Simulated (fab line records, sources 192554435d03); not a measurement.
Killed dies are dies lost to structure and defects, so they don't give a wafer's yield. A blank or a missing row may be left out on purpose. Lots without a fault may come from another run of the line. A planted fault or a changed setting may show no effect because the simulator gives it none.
fab line records | flow n5_finfet
record lots=5 wafers=15 last_day=17
route steps=1938 shown BEOL_M4@1099 BEOL_M5@1112 MIM_TOP@1834 PASSIVATION@1936
lots that met no fault: from a run of the same line without faults
start_h: hours from the record's first day to the start of the lot's first wafer shown | wait_h: hours since the lot's step before | " the same as in the row above | L1.1+2: a row that stands for several wafers | - no value, or no start given | * or withheld: withheld | < > ~ a bound
route shown NAME@n: a module of which the file shows steps, and the number in the route of the first | usual: mean/standard deviation of fault-free wafers | same: alike in all rows | chamber/n: place in a boat | sites: the reading at each site | _std_site: their standard deviation | _edge_site: outer sites' mean less inner sites' | radius_mm: how far each site lies from the wafer's centre | mask NAME#n: copy n | behind: the tool/chamber that last shaped the wafer | hold: why the lot was held/for how many hours/how that ended | device: the transistor (n, p or np) that didn't switch | end of line: the same wafers' tests at the end of the route | a step without rows: its recipe alone | killed: dies lost to structure and defects at the first sort, not the wafer's yield | map: a wafer's dies, x killed, . not, _ none there
set.NAME: the setting as run; set.NAME@STEP: as run at that earlier step | model.NAME: the simulator's own value behind a step, which no gauge read
lots at some steps of the route; a table a step, a row a wafer
services: from which hour (start_h, from the record's first day; less than 0 if before it) a tool's chamber was out of use, for how many hours, and why
## steps
# step N5_BEOL_M4_ANNEAL_95
# recipe temp_c=400 time_s=240 ambient=vacuum
# step N5_BEOL_M4_SPUTTER_96
# recipe material=Cu target_thk_a=45 temp_c=-20 chamber_pressure_pa=0.07 power_w=withheld time_s=8.29
# step N5_BEOL_M4_ECD_50
# recipe material=Cu target_thk_a=3000
# step N5_BEOL_M4_ANNEAL_51
# recipe temp_c=225 time_s=90 ambient=N2
# step N5_BEOL_M4_CMP_52
# recipe stop_on=SiOC t_overpolish_s=6.8 down_force_psi=1 platen_rpm=50 clearing_platen_down_force_psi=1.5 clearing_platen_rpm=50 post_cmp_clean=cu_alkaline target_thk_nm=40 clearing_platen_pad_velocity_m_s=0.99484 pad_velocity_m_s=0.99484
# step N5_BEOL_M4_PRE_CLEAN_60
# recipe gas=NH3/H2 time_s=15 temp_c=* rf_power_w=300
# step N5_BEOL_M4_CO_CAP_55
# recipe material=Co target_thk_a=20 temp_c=200 precursor=CCTBA/H2 pressure_torr=30 time_s=102.1
# step N5_BEOL_M4_PRE_CLEAN_56
# recipe gas=NH3 time_s=15 temp_c=withheld rf_power_w=300
# step N5_BEOL_M4_DEP_57
# recipe material=SiCN target_thk_a=80 temp_c=withheld precursor=3MS/NH3 pressure_torr=3 rf_w=202 time_s=14
# step N5_BEOL_M4_RC_MEAS_101
# usual DIBL_N=36.5/1.7 DIBL_P=36.3/2.1 IOFF_N=0.16/0.036 IOFF_P=0.21/0.037 ION_N=676/12 ION_P=462/7.6 SS_N=71.5/0.68 SS_P=73.3/0.63 VT_N=249/3.5 VT_P=-250/3.5
# columns lot.wafer tool chamber start_h wait_h DIBL_N[mV/V] DIBL_P[mV/V] IOFF_N[nA/um] IOFF_P[nA/um] ION_N[uA/um] ION_P[uA/um] SS_N[mV/dec] SS_P[mV/dec] VT_N[mV] VT_P[mV]
L328.2 prober-02 0 202.08 0.2 37.2 36.1 0.17 0.23 673 461 70.8 73.4 249 -250
L328.3 " 0 " " 40.5 39.3 0.26 0.29 699 475 72.6 74.8 243 -246
L328.6 " 0 " " 38.2 37.6 0.19 0.25 682 467 71.5 74.4 248 -249
L339.1 prober-01 0 259.59 0.0 35.5 34.1 0.14 0.18 656 450 72.2 73.3 255 -254
L339.2 " 0 " " 35.2 35.7 0.14 0.20 666 456 71.6 73.6 251 -252
L339.6 " 0 " " 35.7 35.6 0.15 0.20 675 455 72.1 73.5 249 -250
L338.3 prober-02 0 264.86 0.3 34.2 33.4 0.12 0.17 672 452 71.2 72.9 253 -256
L338.4 " 0 " " 32.4 32.4 0.10 0.16 642 452 70.6 72.3 258 -253
L338.5 " 0 " " 32.5 32.3 0.10 0.16 668 457 70.8 72.6 256 -253
L343.3 prober-02 0 289.36 0.3 37.2 38.4 0.17 0.23 685 472 71.2 73.4 249 -250
L343.5 " 0 " " 39.6 40.0 0.21 0.26 688 466 71.6 74.5 246 -250
L343.6 " 0 " " 35.2 35.2 0.12 0.18 668 465 71.9 73.1 255 -251
L345.1 prober-02 0 310.71 0.0 36.5 37.3 0.16 0.23 685 476 71.7 73.9 247 -249
L345.3 " 0 " " 34.3 33.8 0.12 0.19 667 466 70.7 73.0 253 -250
L345.4 " 0 " " 37.0 35.8 0.15 0.21 676 469 71.6 72.9 250 -248
# step N5_BEOL_M5_ILD_DEP_00
# recipe material=SiCOH_lowk target_thk_a=1406.4 temp_c=300 precursor=DEMS/porogen pressure_torr=5 rf_w=500 time_s=25.9
# step N5_BEOL_M5_CURE_79
# recipe temp_c=385 time_s=240 ambient=He/Ar material=SiCOH_lowk
# step N5_BEOL_M5_PECVD_70
# recipe material=SiO2 target_thk_a=160 temp_c=400 precursor=TEOS/O2 pressure_torr=5.5 rf_w=450 teos_flow_sccm=53.8 gas=O2 flow_sccm=3000 time_s=18
# step N5_BEOL_M5_HM_DEP_02
# recipe material=TiN target_thk_a=200 temp_c=25 chamber_pressure_pa=0.49996
# step N5_BEOL_M5_COAT_59
# recipe resist=SOC temp_c=250 time_s=60 spin_rpm=1500 resist_thk_nm=60
# step N5_BEOL_M5_COAT_60
# recipe resist=SiARC temp_c=220 time_s=60 spin_rpm=1500 resist_thk_nm=12
# step N5_BEOL_M5_COAT_71
# recipe resist=underlayer temp_c=205 time_s=60 spin_rpm=1500 resist_thk_nm=5
# step N5_BEOL_M5_COAT_05
# recipe resist=CAR-EUV spin_rpm=1500 resist_thk_nm=30
# step N5_BEOL_M5_EBR_07
# recipe solvent=PGMEA ebr_width_mm=1.5
# step N5_BEOL_M5_SOFTBAKE_06
# recipe temp_c=110 time_s=60 resist=CAR-EUV
# step N5_BEOL_M5_EXPOSE_08
# recipe mask_id=M5 na=0.33 source_shape=annular sigma_inner=0.4 sigma_outer=0.8 polarization=unpolarized target_cd_nm=28 dose_mj=35.75
# step N5_BEOL_M5_PEB_09
# recipe peb_temp_c=100 peb_time_s=60 resist=CAR-EUV
# step N5_BEOL_M5_DEVELOP_10
# recipe develop_time_s=30 developer=TMAH resist=CAR-EUV rinse_liquid=surfactant_rinse dry=air_spin dev_temp_c=23
# step N5_BEOL_M5_DESCUM_16
# recipe chemistry=O2 time_s=7 source_power_w=50 bias_power_w=20 pressure_mtorr=20 rf_frequency_hz=2.712e+07 temp_c=40 resist=CAR-EUV o2_flow_sccm=225
# step N5_BEOL_M5_ETCH_72
# recipe chemistry=N2/H2 target=underlayer target_depth_a=65 mask_material=CAR-EUV time_s=5.2 ion_energy_ev=200 pressure_mtorr=30 source_w=840 bias_w=150 n2_flow_sccm=200 h2_flow_sccm=200 ends=cleared
# step N5_BEOL_M5_ETCH_61
# recipe chemistry=CF4 target=SiARC target_depth_a=156 mask_material=CAR-EUV time_s=26 ion_energy_ev=80 pressure_mtorr=40 source_w=545 bias_w=36 Ar_flow_sccm=100 cf4_flow_sccm=100 ends=cleared
# step N5_BEOL_M5_ETCH_62
# recipe chemistry=N2/H2 target=SOC target_depth_a=750 overetch_a=150 mask_material=SiARC temp_c=40 time_s=112.5 ion_energy_ev=200 pressure_mtorr=30 source_w=840 bias_w=150 n2_flow_sccm=200 h2_flow_sccm=200
# step N5_BEOL_M5_STRIP_63
# recipe chemistry=N2/H2 temp_c=40 n2_flow_sccm=200 h2_flow_sccm=200 rf_frequency_hz=6e+07
# step N5_BEOL_M5_STRIP_73
# recipe chemistry=N2/H2 temp_c=40 n2_flow_sccm=200 h2_flow_sccm=200 rf_frequency_hz=6e+07
# step N5_BEOL_M5_STRIP_64
# recipe chemistry=CF4 resist=SiARC power_w=300 bias_power_w=75 pressure_mtorr=50 cf4_flow_sccm=150 rf_frequency_hz=6e+07
# step N5_BEOL_M5_HM_OPEN_17
# recipe chemistry=Cl2/BCl3 target_depth_a=200 overetch_a=60 target=TiN mask_material=SOC ion_energy_ev=150 pressure_mtorr=10 icp_w=1000 bias_w=126 Cl2_flow_sccm=53.25 bcl3_flow_sccm=21.75 Ar_flow_sccm=25
# step N5_BEOL_M5_STRIP_19
# recipe chemistry=O2 power_w=400 temp_c=40 pressure_mtorr=30 rf_frequency_hz=6e+07 bias_power_w=0 overash_fraction=0.2 o2_flow_sccm=225
# step N5_BEOL_M5_COAT_65
# recipe resist=SOC temp_c=250 time_s=60 spin_rpm=1500 resist_thk_nm=60
# step N5_BEOL_M5_COAT_66
# recipe resist=SiARC temp_c=220 time_s=60 spin_rpm=1500 resist_thk_nm=12
# step N5_MIM_TOP_ALD_00
# recipe material=Al2O3 target_thk_a=* temp_c=withheld ald_precursor_family=TMA ald_co_reactant=O3 pulse_time_s=withheld purge_time_s=3 co_reactant_purge_time_s=withheld co_reactant_pulse_time_s=3 ald_cycles=withheld
# usual precursor_pulse_height_rel=0.996/0.02
# columns lot.wafer tool chamber start_h wait_h precursor_pulse_height_rel
L328.2 ald_hk-01 0 296.51 0.1 1.015
L328.3 " 2 " " 1.026
L328.6 " 3 " " 1.000
L339.1 ald_hk-01 1 355.11 0.1 -
L339.2 " 2 " " -
L339.6 " 1 " " -
L338.3 ald_hk-01 2 361.19 0.1 -
L338.4 " 0 " " -
L338.5 " 3 " " -
L343.3 ald_hk-01 2 380.00 0.1 -
L343.5 " 0 " " -
L343.6 " 3 " " -
L345.1 ald_hk-03 3 399.71 0.1 0.979
L345.3 " 1 " " 1.017
L345.4 " 0 " " 0.970
# step N5_PASSIVATION_PROBE_49
# usual defect_limited_yield=91.4/1.5 killed_at_M0_to_M3=34/12 killed_at_M4_up=12/4.9 killed_at_contacts=13/7.2 killed_at_front_end=39/12 killed_at_other=3.7/2.9 killed_dies=101/18 killed_on_rim=13/4 killed_open=67/14 killed_short=33/7.2 sort_bin_5_function=5.1/0.97 sort_bin_6_memory=3.2/0.67 sort_n_pass=1079/17 sort_yield_pct=91.4/1.5
# same gross_dies=1180 killed_at_back_side=0 sort_bin_4_leakage[%]=0 sort_bin_8_speed[%]=0
# columns lot.wafer tool chamber start_h wait_h defect_limited_yield[%] killed_at_M0_to_M3 killed_at_M4_up killed_at_contacts killed_at_front_end killed_at_other killed_dies killed_on_rim killed_open killed_short sort_bin_5_function[%] sort_bin_6_memory[%] sort_n_pass sort_yield_pct[%]
L328.2 prober-02 - 309.91 0.1 93.1 28 8 17 28 0 81 13 61 20 4.4 2.5 1099 93.1
L328.3 prober-02 - 309.96 0.1 93.9 30 11 12 19 0 72 9 43 29 3.6 2.2 1108 93.9
L328.6 prober-02 - 310.11 0.3 93.2 24 14 15 26 1 80 11 60 20 4.8 1.9 1100 93.2
L339.1 prober-02 - 367.31 0.0 85.4 28 20 16 37 71 172 12 74 29 11.6 2.6 1008 85.4
L339.2 prober-02 - 367.36 0.1 86.4 36 19 11 32 62 160 39 60 39 10.1 2.9 1020 86.4
L339.6 prober-02 - 367.56 0.3 86.0 26 22 18 37 62 165 8 70 35 10.9 2.8 1015 86.0
L338.3 prober-01 - 373.81 0.1 87.1 28 6 6 73 39 152 40 76 40 8.0 4.6 1028 87.1
L338.4 prober-01 - 373.86 0.2 86.2 33 23 8 44 55 163 38 75 36 9.3 4.2 1017 86.2
L338.5 prober-01 - 373.91 0.2 85.6 38 16 13 43 60 170 19 70 44 10.4 3.6 1010 85.6
L343.3 prober-01 - 393.26 0.1 88.6 25 12 11 25 61 134 39 44 26 8.9 2.4 1046 88.6
L343.5 prober-01 - 393.36 0.2 87.0 31 15 6 51 50 153 34 72 36 9.2 3.6 1027 87.0
L343.6 prober-01 - 393.41 0.3 88.4 29 8 7 29 64 137 5 49 27 8.8 2.7 1043 88.4
L345.1 prober-01 - 410.95 0.0 92.5 32 1 14 37 4 88 10 55 32 4.4 3.0 1092 92.5
L345.3 prober-01 - 411.05 0.1 91.0 41 7 20 35 3 106 17 71 32 5.3 3.1 1074 91.0
L345.4 prober-01 - 411.10 0.2 92.0 28 7 21 32 6 94 12 62 32 4.4 3.3 1086 92.0
# killed by level:class
L328.2 MOL_CONTACT_COAG:geometric_particle:open=12 BEOL_M0_SAQP:geometric_particle:open=8 BEOL_M3:geometric_particle:open=8 DUMMY_GATE:geometric_particle:open=7 STI_FIN_REVEAL:geometric_particle:open=5 MOL_CONTACT_COAG:geometric_particle:short=5 BEOL_M0_SAQP:geometric_particle:short=5 FIN_SAQP:geometric_particle:open=4
L328.3 MOL_CONTACT_COAG:geometric_particle:open=8 BEOL_M0_SAQP:geometric_particle:short=8 BEOL_M2:geometric_particle:open=7 FIN_SAQP:geometric_particle:short=6 BEOL_M0_SAQP:geometric_particle:open=5 MOL_CONTACT_COAG:geometric_particle:short=4 BEOL_M4:geometric_particle:open=4 BEOL_M3:geometric_particle:open=4
L328.6 MOL_CONTACT_COAG:geometric_particle:open=12 BEOL_M1:geometric_particle:open=8 STI_FIN_REVEAL:geometric_particle:open=7 BEOL_M4:geometric_particle:open=6 ILD0:geometric_particle:open=5 ILD0:geometric_particle:short=4 BEOL_M0_SAQP:geometric_particle:open=4 BEOL_M2:geometric_particle:open=4
L339.1 MIM_TOP:area_ald=69 MOL_CONTACT_COAG:geometric_particle:open=13 BEOL_M4:geometric_particle:open=11 BEOL_M3:geometric_particle:open=8 BEOL_M2:geometric_particle:open=7 FIN_SAQP:geometric_particle:open=6 STI_FIN_REVEAL:geometric_particle:open=5 FIN_SAQP:geometric_particle:short=4
L339.2 MIM_TOP:area_ald=60 BEOL_M2:geometric_particle:open=11 BEOL_M0_SAQP:geometric_particle:short=7 STI_FIN_REVEAL:geometric_particle:open=6 MOL_CONTACT_COAG:geometric_particle:open=6 BEOL_M0_SAQP:geometric_particle:open=6 BEOL_M4:geometric_particle:open=6 MOL_CONTACT_COAG:geometric_particle:short=5
L339.6 MIM_TOP:area_ald=59 MOL_CONTACT_COAG:geometric_particle:open=14 BEOL_M4:geometric_particle:open=13 DUMMY_GATE:geometric_particle:open=8 FIN_SAQP:geometric_particle:open=7 BEOL_M0_SAQP:geometric_particle:short=7 BEOL_M2:geometric_particle:open=7 FIN_SAQP:geometric_particle:short=6
L338.3 MIM_TOP:area_ald=36 FIN_SAQP:geometric_particle:short=25 FIN_SAQP:geometric_particle:open=19 BEOL_M2:geometric_particle:open=11 STI_FIN_REVEAL:geometric_particle:open=8 MOL_CONTACT_COAG:geometric_particle:open=6 GATE_CUT:geometric_particle:open=6 GATE_CUT:geometric_particle:short=5
L338.4 MIM_TOP:area_ald=52 BEOL_M2:geometric_particle:open=16 BEOL_M4:geometric_particle:open=15 FIN_SAQP:geometric_particle:open=12 FIN_SAQP:geometric_particle:short=8 MOL_CONTACT_COAG:geometric_particle:open=7 GATE_CUT:geometric_particle:short=6 BEOL_M0_SAQP:geometric_particle:open=6
L338.5 MIM_TOP:area_ald=56 BEOL_M4:geometric_particle:open=10 FIN_SAQP:geometric_particle:short=9 MOL_CONTACT_COAG:geometric_particle:open=9 FIN_SAQP:geometric_particle:open=8 BEOL_M2:geometric_particle:open=8 DUMMY_GATE:geometric_particle:open=7 BEOL_M0_SAQP:geometric_particle:open=7
L343.3 MIM_TOP:area_ald=60 MOL_CONTACT_COAG:geometric_particle:open=9 BEOL_M1:geometric_particle:open=6 BEOL_M0_SAQP:geometric_particle:open=5 BEOL_M4:geometric_particle:open=5 STI_FIN_REVEAL:geometric_particle:open=4 ILD0:geometric_particle:short=4 GATE_CUT:geometric_particle:short=4
L343.5 MIM_TOP:area_ald=45 BEOL_M3:geometric_particle:open=11 BEOL_M4:geometric_particle:open=10 FIN_SAQP:geometric_particle:short=9 STI_FIN_REVEAL:geometric_particle:open=8 FIN_SAQP:geometric_particle:open=6 STARTING-WAFER:geometric_particle:open=5 ILD0:geometric_particle:short=4
L343.6 MIM_TOP:area_ald=59 BEOL_M1:geometric_particle:open=9 MOL_CONTACT_COAG:geometric_particle:open=7 BEOL_M2:geometric_particle:open=6 FIN_SAQP:geometric_particle:open=5 STI_FIN_REVEAL:geometric_particle:open=5 BEOL_M1:geometric_particle:short=5 FIN_SAQP:geometric_particle:short=3
L345.1 FIN_SAQP:geometric_particle:open=13 MOL_CONTACT_COAG:geometric_particle:open=11 BEOL_M0_SAQP:geometric_particle:short=8 BEOL_M0_SAQP:geometric_particle:open=8 FIN_SAQP:geometric_particle:short=7 STI_FIN_REVEAL:geometric_particle:open=7 BEOL_M1:geometric_particle:short=5 BEOL_M3:geometric_particle:open=5
L345.3 MOL_CONTACT_COAG:geometric_particle:open=17 STI_FIN_REVEAL:geometric_particle:open=14 BEOL_M1:geometric_particle:open=8 BEOL_M0_SAQP:geometric_particle:short=7 BEOL_M2:geometric_particle:open=7 BEOL_M0_SAQP:geometric_particle:open=6 BEOL_M3:geometric_particle:open=5 STI_FIN_REVEAL:geometric_particle:short=4
L345.4 MOL_CONTACT_COAG:geometric_particle:open=16 BEOL_M3:geometric_particle:open=7 FIN_SAQP:geometric_particle:short=6 STI_FIN_REVEAL:geometric_particle:open=6 FIN_SAQP:geometric_particle:open=5 DUMMY_GATE:geometric_particle:open=5 MOL_CONTACT_COAG:geometric_particle:short=5 BEOL_M1:geometric_particle:open=5
# map L338.5 (x killed, . not)
_________________............________________
______________...x.............._____________
___________.....................x..__________
__________......x............x......_________
________....x.x.xx...............x...x_______
_______......x.x.x.....x.x......x......______
______...x.x.x.....................xx.x._____
_____.x............x.x...x...............____
____..........x.x...x..x...xx.x...........___
___.........x.....x....x...x.........x.....__
___.........x...xxx..x.x..x......x.....x...__
__..x......x.....xx..xx...................x._
__.........x..x....x.x..................x..._
_x...........x....xxx...x.xxx..x...........x.
_...x.....xx.x......x..xx....................
_.....x.x.......x....x....x...x.............x
_x......x.x..x...x................x..........
_..x........xxx...x...x..............x....xx.
_.................xx...x...x..x............x.
_......x..x.....x.................x........x.
_...xx..x.....x....x..x....x..........x....x.
__x..x....x.......x.....................x..._
__.................x.x..x.xx.x.............._
___....x.........x.x.....x.................__
___x.................................x.....__
____x.x.......x......xx...........x.x.....___
_____............xx......................____
______.x.........x..x.........x........._____
_______......x............x.....x.....x______
________....x....xx....x.....x........_______
__________....x........x............_________
___________......x...x..xx...x.x...__________
______________.........xx......._____________
_________________..........xx________________
# map L339.1 (x killed, . not)
_________________..x..xx.....________________
______________.................._____________
___________....................x..x__________
__________.................x..x....._________
________..........x....x...xx........._______
_______................................______
______.................................._____
_____........x........x............x..xx.____
____..........x.........xx................___
___...x.....................x...x..........__
___....x........x.xxx....x..x.......x......__
__.....x.x....x.xx.x..xx...x................_
__...xx....xx....x.x..x.xxxx.x...x.x...x...x_
_....x.......x....x..x..xxx.........x........
_..........x..........x...............x...xx.
_..........x.x.x...x..x....x....xx....x......
_...............xx..x..x...xx...x...x........
_...x...x...........xx...xx..xx.x............
_........x.x....xxxx.x...x....xxx............
_x.x...x......x.x......x...x.................
_..........x..x......xxxxx...x.x........x....
__....xx.........xx....x..x......x.........._
__...............x.x.xx.....x..x....x...x.x._
___.........x..xx..............x...........__
___............x..x...xxx..x.......x.......__
____.x..x.......x..x....xxx......x......x.___
_____...x...x............................____
______..x....................x.........._____
_______.............x.x....x.....x.....______
________.......................xx..x.._______
__________..x...x..................._________
___________........................__________
______________....x............._____________
_________________............________________
## services
# columns tool chamber start_h hours kind
ald_hk-01 - 342.77 8.7 pm
## key
first_sign step=N5_MIM_TOP_ALD_00 reading=tool_record direction=missing
effect step=N5_PASSIVATION_PROBE_49 reading=killed_at_other direction=up sigmas=19 usual=3.7 struck=58.2
more_kills_born_at N5_MIM_TOP_ALD_00@ald_hk-01=496
met_at N5_MIM_TOP_ALD_00
struck_wafers L338.3,L338.4,L338.5,L339.1,L339.2,L339.6,L343.3,L343.5,L343.6
onset_between 296.51 355.11
fault kind=skipped_step_whole tool=ald_hk-01 chamber=- onset_h=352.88 steps=N5_MIM_TOP_ALD_00 scope=struck_lots_only
